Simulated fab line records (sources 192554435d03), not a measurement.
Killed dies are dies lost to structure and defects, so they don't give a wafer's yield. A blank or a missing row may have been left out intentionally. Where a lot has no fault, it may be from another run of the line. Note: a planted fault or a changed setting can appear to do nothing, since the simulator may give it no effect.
fab line records ; flow n5Finfet
record: lots: 7; wafers: 21
route steps=1938 shown BEOL_M2@851 BEOL_M3@972 BEOL_M4@1047 BEOL_M5@1117
startH: start of the lot's first displayed wafer, in hours after the record's first day ; waitH: hours from the lot's prior step to this one ; " repeats the value in the row above ; L1.1+2: one row covering several wafers at once ; - either no value or no given start ; * or withheld: withheld ; < > ~ a bound
route shown NAME@n: names a module that has steps shown in the file, with the first one's number in the route ; usual: average and standard deviation across the fault-free wafers ; same: alike in all rows ; chamber/n: place in a boat ; sites: the reading at each site ; _std_site: the standard deviation of these ; _edge_site: the outer-site mean with the inner-site mean subtracted ; radiusMm: how far each site lies from the wafer's centre ; mask NAME#n: copy n ; behind: the last tool/chamber to shape the wafer ; hold: why the lot was held/for how many hours/how that ended ; device: which transistor (n, p or np) failed to switch ; end of line: the same wafers' tests at the end of the route ; for a step that has no rows: nothing shown but its recipe ; killed: count of dies lost to structure and defects at first sort (not the wafer's yield) ; map: a wafer's dies, x killed, . not, _ none there
set.NAME: the setting the step ran with; set.NAME@STEP: the setting that earlier step ran with ; model.NAME: the simulator's own value behind a step, which no gauge read
lots run with intentionally changed settings; tables by step, rows by wafer
== steps ==
step: N5_BEOL_M2_EXPOSE_08
recipe: maskId: M2; na: 0.33; sourceShape: dipole; sigmaInner: 0.369; sigmaOuter: 0.767; polarization: unpolarized; doseMj: 41.25
lot.wafer;tool;chamber;startH;waitH;mask;set.doseMj
L075.1+4;euvScanner-01;0;146.15;-;M2#0;39.63
L075.6;euvScanner-01;0;146.15;-;M2#0;41.25
L076.1+4+6;euvScanner-02;0;162.82;-;M2#0;41.25
L078.1+2+6;euvScanner-02;0;169.34;-;M2#0;41.25
L085.1+4+5;euvScanner-01;0;200.58;-;M2#0;41.25
L089.3+5+6;euvScanner-02;0;228.21;-;M2#0;41.25
L093.4+5+6;euvScanner-01;0;249.32;-;M2#0;41.25
L097.3+5;euvScanner-01;0;276.61;-;M2#0;39.45
L097.6;euvScanner-01;0;276.61;-;M2#0;41.25
step: N5_BEOL_M2_PEB_09
recipe: pebTempC: 100; pebTimeS: 60; resist: CAR-EUV
step: N5_BEOL_M2_DEVELOP_10
recipe: developTimeS: 30; developer: TMAH; resist: CAR-EUV; rinseLiquid: surfactantRinse; dry: airSpin; devTempC: 23
step: N5_BEOL_M2_DESCUM_16
recipe: chemistry: O2; timeS: 7; sourcePowerW: 50; biasPowerW: 20; pressureMtorr: 20; rfFrequencyHz: 2.712e+07; tempC: 40; resist: CAR-EUV; o2FlowSccm: 225
step: N5_BEOL_M2_ETCH_74
recipe: chemistry: N2/H2; target: underlayer; targetDepthA: 65; maskMaterial: CAR-EUV; timeS: 5.2; ionEnergyEv: 200; pressureMtorr: 30; sourceW: 840; biasW: 150; n2FlowSccm: 200; h2FlowSccm: 200; ends: cleared
lot.wafer;tool;chamber;startH;waitH;set.doseMj@BEOL_M2_EXPOSE_08;model.BEOL_M2.cdOffsetNm
L075.1;rieDiel-01;1;146.44;0.0;39.63;-0.6
L075.4;rieDiel-01;3;146.44;0.0;39.63;-0.8
L075.6;rieDiel-01;0;146.44;0.0;41.25;0.2
L076.1+6;rieDiel-06;0;163.17;0.0;41.25;-0.4
L076.4;rieDiel-06;1;163.17;0.0;41.25;-0.2
L078.1;rieDiel-06;0;169.63;0.0;41.25;-0.2
L078.2+6;rieDiel-06;2;169.63;0.0;41.25;0
L085.1+5;rieDiel-01;0;200.87;0.0;41.25;0
L085.4;rieDiel-01;1;200.87;0.0;41.25;-0.2
L089.3+5;rieDiel-05;1;228.48;0.0;41.25;0
L089.6;rieDiel-05;3;228.48;0.0;41.25;0.2
L093.4+6;rieDiel-01;0,1;249.59;0.0;41.25;0
L093.5;rieDiel-01;2;249.59;0.0;41.25;-0.2
L097.3+5;rieDiel-05;2;276.88;0.0;39.45;-1
L097.6;rieDiel-05;3;276.88;0.0;41.25;-0.2
step: N5_BEOL_M2_ETCH_63
recipe: chemistry: CF4; target: SiARC; targetDepthA: 156; maskMaterial: CAR-EUV; timeS: 26; ionEnergyEv: 80; pressureMtorr: 40; sourceW: 545; biasW: 36; Ar_flow_sccm: 100; cf4FlowSccm: 100; ends: cleared
lot.wafer;tool;chamber;startH;waitH;set.doseMj@BEOL_M2_EXPOSE_08;model.BEOL_M2.cdOffsetNm
L075.1;rieDiel-01;1;146.46;0.0;39.63;-0.6
L075.4;rieDiel-01;3;146.46;0.0;39.63;-0.8
L075.6;rieDiel-01;0;146.46;0.0;41.25;0
L076.1+4+6;rieDiel-06;0,1,0;163.19;0.0;41.25;-0.2
L078.1+2+6;rieDiel-06;0,2,2;169.65;0.0;41.25;0
L085.1+4+5;rieDiel-01;0,1,0;200.88;0.0;41.25;0
L089.3+5;rieDiel-05;1;228.50;0.0;41.25;0
L089.6;rieDiel-05;3;228.50;0.0;41.25;0.2
L093.4+6;rieDiel-01;0,1;249.61;0.0;41.25;0
L093.5;rieDiel-01;2;249.61;0.0;41.25;-0.2
L097.3+5;rieDiel-05;2;276.90;0.0;39.45;-1
L097.6;rieDiel-05;3;276.90;0.0;41.25;0
step: N5_BEOL_M2_ETCH_64
recipe: chemistry: N2/H2; target: SOC; targetDepthA: 750; overetchA: 225; maskMaterial: SiARC; tempC: 40; timeS: 121.9; ionEnergyEv: 200; pressureMtorr: 30; sourceW: 840; biasW: 150; n2FlowSccm: 200; h2FlowSccm: 200
lot.wafer;tool;chamber;startH;waitH;set.timeS;model.SiARC_of_BEOL_M2_COAT_62.thkNm
L075.1;rieDiel-01;1;146.49;0.0;121.9;6.6
L075.4;rieDiel-01;3;146.49;0.0;101.9;7.4
L075.6;rieDiel-01;0;146.49;0.0;121.9;6.4
L076.1;rieDiel-06;0;163.22;0.0;96.11;7.8
L076.4;rieDiel-06;1;163.22;0.0;121.9;6.2
L076.6;rieDiel-06;0;163.22;0.0;121.9;6.8
L078.1;rieDiel-06;0;169.68;0.0;121.9;6.8
L078.2;rieDiel-06;2;169.68;0.0;147.3;4.8
L078.6;rieDiel-06;2;169.68;0.0;121.9;6.2
L085.1;rieDiel-01;0;200.91;0.0;106.1;7.2
L085.4;rieDiel-01;1;200.91;0.0;121.9;6.6
L085.5;rieDiel-01;0;200.91;0.0;121.9;6.4
L089.3+5;rieDiel-05;1;228.53;0.0;121.9;6.2
L089.6;rieDiel-05;3;228.53;0.0;121.9;6.6
L093.4;rieDiel-01;0;249.64;0.0;121.9;6.6
L093.5;rieDiel-01;2;249.64;0.0;121.9;6.2
L093.6;rieDiel-01;1;249.64;0.0;121.9;6.8
L097.3;rieDiel-05;2;276.93;0.0;121.9;6.2
L097.5;rieDiel-05;2;276.93;0.0;121.9;6
L097.6;rieDiel-05;3;276.93;0.0;121.9;6.6
step: N5_BEOL_M3_ALD_98
recipe: material: SiO2; targetThkA: 25; tempC: 100; aldPrecursorFamily: BDEAS; aldCoReactant: O2-plasma; pulseTimeS: 1; coReactantPulseTimeS: 1; purgeTimeS: 2; coReactantPurgeTimeS: 2; aldCycles: 17; pressureTorr: 2
lot.wafer;tool;chamber;startH;waitH;set.aldCycles;model.SiO2_of_BEOL_M3_ALD_98.thkNm
L075.1+6;aldSin-02;1,3;155.00;0.1;15;2.2
L075.4;aldSin-02;0;155.00;0.1;17;2.6
L076.1;aldSin-02;2;177.44;0.3;17;2.6
L076.4;aldSin-02;3;177.44;0.3;17;2.4
L076.6;aldSin-02;3;177.44;0.3;16;2.4
L078.1+2;aldSin-01;1,0;181.25;0.7;17;2.4
L078.6;aldSin-01;3;181.25;0.7;18;2.6
L085.1+5;aldSin-01;3,2;214.32;0.1;19;2.8
L085.4;aldSin-01;0;214.32;0.1;17;2.6
L089.3+6;aldSin-02;1,3;241.51;0.1;17;2.4
L089.5;aldSin-02;0;241.51;0.1;15;2.2
L093.4+5+6;aldSin-02;3,2,3;263.27;0.1;17;2.4
L097.3;aldSin-02;2;286.70;0.1;17;2.6
L097.5+6;aldSin-02;1,0;286.70;0.1;18;2.6
step: N5_BEOL_M3_ETCH_70
recipe: chemistry: N2/H2; target: SOC; targetDepthA: 800; overetchA: 160; maskMaterial: SiARC; tempC: 40; timeS: 120; ionEnergyEv: 200; pressureMtorr: 30; sourceW: 840; biasW: 150; n2FlowSccm: 200; h2FlowSccm: 200
usual: rfVppV: 525.2/2.2
lot.wafer;tool;chamber;startH;waitH;set.sourceW;rfVppV
L075.1;rieDiel-02;1;160.22;0.0;913.5;512.0
L075.4;rieDiel-02;0;160.22;0.0;840;523.2
L075.6;rieDiel-02;1;160.22;0.0;840;524.9
L076.1;rieDiel-02;3;179.39;0.0;840;527.8
L076.4;rieDiel-02;2;179.39;0.0;840;525.6
L076.6;rieDiel-02;2;179.39;0.0;840;524.5
L078.1;rieDiel-04;1;183.56;0.0;840;525.2
L078.2;rieDiel-04;2;183.56;0.0;840;526.7
L078.6;rieDiel-04;1;183.56;0.0;840;525.3
L085.1;rieDiel-04;0;217.56;0.0;840;524.4
L085.4;rieDiel-04;2;217.56;0.0;840;526.2
L085.5;rieDiel-04;0;217.56;0.0;840;523.2
L089.3;rieDiel-02;3;242.17;0.0;840;528.0
L089.5;rieDiel-02;2;242.17;0.0;894.1;513.4
L089.6;rieDiel-02;3;242.17;0.0;894.1;518.9
L093.4;rieDiel-03;0;275.07;0.0;840;523.2
L093.5;rieDiel-03;2;275.07;0.0;840;523.7
L093.6;rieDiel-03;3;275.07;0.0;840;528.5
L097.3;rieDiel-04;0;293.64;0.0;840;522.7
L097.5;rieDiel-04;0;293.64;0.0;840;522.7
L097.6;rieDiel-04;1;293.64;0.0;840;525.8
step: N5_BEOL_M4_COAT_67
recipe: resist: SOC; tempC: 250; timeS: 60; spinRpm: 1500; resistThkNm: 60
lot.wafer;tool;chamber;startH;waitH;set.spinRpm;model.SOC_of_BEOL_M4_COAT_67.thkNm
L075.1+4+6;lithoTrack-01;0;166.65;0.0;1500;60.4
L076.1+6;lithoTrack-02;0;186.17;0.0;1500;59.6
L076.4;lithoTrack-02;0;186.17;0.0;1350;63
L078.1+6;lithoTrack-02;0;190.38;0.0;1500;59.8
L078.2;lithoTrack-02;0;190.38;0.0;1652;56.8
L085.1;lithoTrack-01;0;225.54;0.0;1602;58.2
L085.4;lithoTrack-01;0;225.54;0.0;1602;58
L085.5;lithoTrack-01;0;225.54;0.0;1500;60.2
L089.3+6;lithoTrack-01;0;248.33;0.0;1500;60
L089.5;lithoTrack-01;0;248.33;0.0;1371;62.6
L093.4+5+6;lithoTrack-02;0;280.94;0.0;1500;59.8
L097.3;lithoTrack-03;0;300.17;0.0;1500;60
L097.5+6;lithoTrack-03;0;300.17;0.0;1500;59.8
step: N5_BEOL_M4_EXPOSE_25
recipe: maskId: V3; na: 0.33; sourceShape: quasar; sigmaInner: 0.2; sigmaOuter: 0.8; polarization: unpolarized; defocusNm: 5; doseMj: 63
lot.wafer;tool;chamber;startH;waitH;mask;set.doseMj
L075.1+6;euvScanner-01;0;166.79;-;V3#0;63
L075.4;euvScanner-01;0;166.79;-;V3#0;59.9
L076.1+4+6;euvScanner-02;0;186.43;-;V3#0;63
L078.1+2;euvScanner-01;0;190.64;-;V3#0;63
L078.6;euvScanner-01;0;190.64;-;V3#0;59.89
L085.1+4;euvScanner-01;0;225.80;-;V3#0;63
L085.5;euvScanner-01;0;225.80;-;V3#0;60.28
L089.3;euvScanner-01;0;248.61;-;V3#0;66.36
L089.5+6;euvScanner-01;0;248.61;-;V3#0;63
L093.4+5+6;euvScanner-02;0;281.23;-;V3#0;63
L097.3+5+6;euvScanner-01;0;300.45;-;V3#0;63
step: N5_BEOL_M4_PEB_26
recipe: pebTempC: 100; pebTimeS: 60; resist: CAR-EUV
step: N5_BEOL_M4_DEVELOP_27
recipe: developTimeS: 30; developer: TMAH; resist: CAR-EUV; rinseLiquid: surfactantRinse; dry: airSpin; devTempC: 23
step: N5_BEOL_M4_ALD_98
recipe: material: SiO2; targetThkA: 25; tempC: 100; aldPrecursorFamily: BDEAS; aldCoReactant: O2-plasma; pulseTimeS: 1; coReactantPulseTimeS: 1; purgeTimeS: 2; coReactantPurgeTimeS: 2; aldCycles: 17; pressureTorr: 2
step: N5_BEOL_M4_ETCHBACK_99
recipe: chemistry: CHF3; target: SiO2; targetDepthA: 50; timeS: 10.4; sourceW: 215; biasW: 47; Ar_flow_sccm: 200; CHF3_flow_sccm: 12; ionEnergyEv: 100; pressureMtorr: 30
step: N5_BEOL_M4_ETCH_70
recipe: chemistry: N2/H2; target: SOC; targetDepthA: 800; overetchA: 240; maskMaterial: SiARC; tempC: 40; timeS: 130; ionEnergyEv: 200; pressureMtorr: 30; sourceW: 840; biasW: 150; n2FlowSccm: 200; h2FlowSccm: 200
lot.wafer;tool;chamber;startH;waitH;set.spinRpm@BEOL_M4_COAT_67;model.etch.depthNm
L075.1+4;rieDiel-01;0,3;168.15;0.0;1500;60.45
L075.6;rieDiel-01;3;168.15;0.0;1500;60.46
L076.1;rieDiel-01;3;187.84;0.0;1500;59.57
L076.4;rieDiel-01;0;187.84;0.0;1350;63.05
L076.6;rieDiel-01;2;187.84;0.0;1500;59.68
L078.1;rieDiel-05;2;199.87;0.0;1500;59.84
L078.2;rieDiel-05;0;199.87;0.0;1652;56.89
L078.6;rieDiel-05;1;199.87;0.0;1500;59.74
L085.1;rieDiel-06;2;227.59;0.0;1602;58.19
L085.4;rieDiel-06;1;227.59;0.0;1602;58.04
L085.5;rieDiel-06;2;227.59;0.0;1500;60.1
L089.3;rieDiel-05;3;250.23;0.0;1500;59.94
L089.5;rieDiel-05;1;250.23;0.0;1371;62.61
L089.6;rieDiel-05;2;250.23;0.0;1500;60.01
L093.4;rieDiel-06;2;283.44;0.0;1500;59.74
L093.5;rieDiel-06;3;283.44;0.0;1500;59.87
L093.6;rieDiel-06;0;283.44;0.0;1500;59.85
L097.3;rieDiel-01;3;310.45;0.0;1500;59.94
L097.5;rieDiel-01;0;310.45;0.0;1500;59.85
L097.6;rieDiel-01;3;310.45;0.0;1500;59.79
step: N5_BEOL_M5_COAT_59
recipe: resist: SOC; tempC: 250; timeS: 60; spinRpm: 1500; resistThkNm: 60
lot.wafer;tool;chamber;startH;waitH;set.spinRpm;model.SOC_of_BEOL_M5_COAT_59.thkNm
L075.1;lithoTrack-03;0;175.81;0.1;1336;63.4
L075.4;lithoTrack-03;0;175.81;0.1;1500;60
L075.6;lithoTrack-03;0;175.81;0.1;1500;59.8
L076.1;lithoTrack-05;0;194.43;0.1;1352;63.2
L076.4;lithoTrack-05;0;194.43;0.1;1500;60
L076.6;lithoTrack-05;0;194.43;0.1;1500;60.2
L078.1;lithoTrack-05;0;208.13;0.1;1500;60.2
L078.2+6;lithoTrack-05;0;208.13;0.1;1333;63.8
L085.1;lithoTrack-05;0;234.29;0.1;1500;60.2
L085.4+5;lithoTrack-05;0;234.29;0.1;1500;60
L089.3+6;lithoTrack-03;0;257.28;0.1;1500;60
L089.5;lithoTrack-03;0;257.28;0.1;1500;59.8
L093.4+5+6;lithoTrack-03;0;291.35;0.1;1500;59.8
L097.3+6;lithoTrack-03;0;319.39;0.1;1500;60
L097.5;lithoTrack-03;0;319.39;0.1;1590;58.4
== key ==
split: step: N5_BEOL_M2_EXPOSE_08; setting: doseMj; stated: 41.25; by: wafer
response: step: N5_BEOL_M2_ETCH_74; reading: model.BEOL_M2.cdOffsetNm; change: +0.204; per: 1%; r: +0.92
response: step: N5_BEOL_M2_ETCH_63; reading: model.BEOL_M2.cdOffsetNm; change: +0.206; per: 1%; r: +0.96
split: step: N5_BEOL_M2_ETCH_64; setting: timeS; stated: 121.9; by: wafer
response: step: N5_BEOL_M2_ETCH_64; reading: model.SiARC_of_BEOL_M2_COAT_62.thkNm; change: -0.0658; per: 1%; r: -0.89
split: step: N5_BEOL_M3_ALD_98; setting: aldCycles; stated: 17; by: wafer
response: step: N5_BEOL_M3_ALD_98; reading: model.SiO2_of_BEOL_M3_ALD_98.thkNm; change: +0.0215; per: 1%; r: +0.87
split: step: N5_BEOL_M3_ETCH_70; setting: sourceW; stated: 840; by: wafer
response: step: N5_BEOL_M3_ETCH_70; reading: rfVppV; change: -1.54; per: 1%; r: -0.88
split: step: N5_BEOL_M4_COAT_67; setting: spinRpm; stated: 1500; by: wafer
response: step: N5_BEOL_M4_COAT_67; reading: model.SOC_of_BEOL_M4_COAT_67.thkNm; change: -0.313; per: 1%; r: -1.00
response: step: N5_BEOL_M4_ETCH_70; reading: model.etch.depthNm; change: -0.309; per: 1%; r: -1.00
split: step: N5_BEOL_M4_EXPOSE_25; setting: doseMj; stated: 63; by: wafer
response none clear
split: step: N5_BEOL_M5_COAT_59; setting: spinRpm; stated: 1500; by: wafer
response: step: N5_BEOL_M5_COAT_59; reading: model.SOC_of_BEOL_M5_COAT_59.thkNm; change: -0.315; per: 1%; r: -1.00
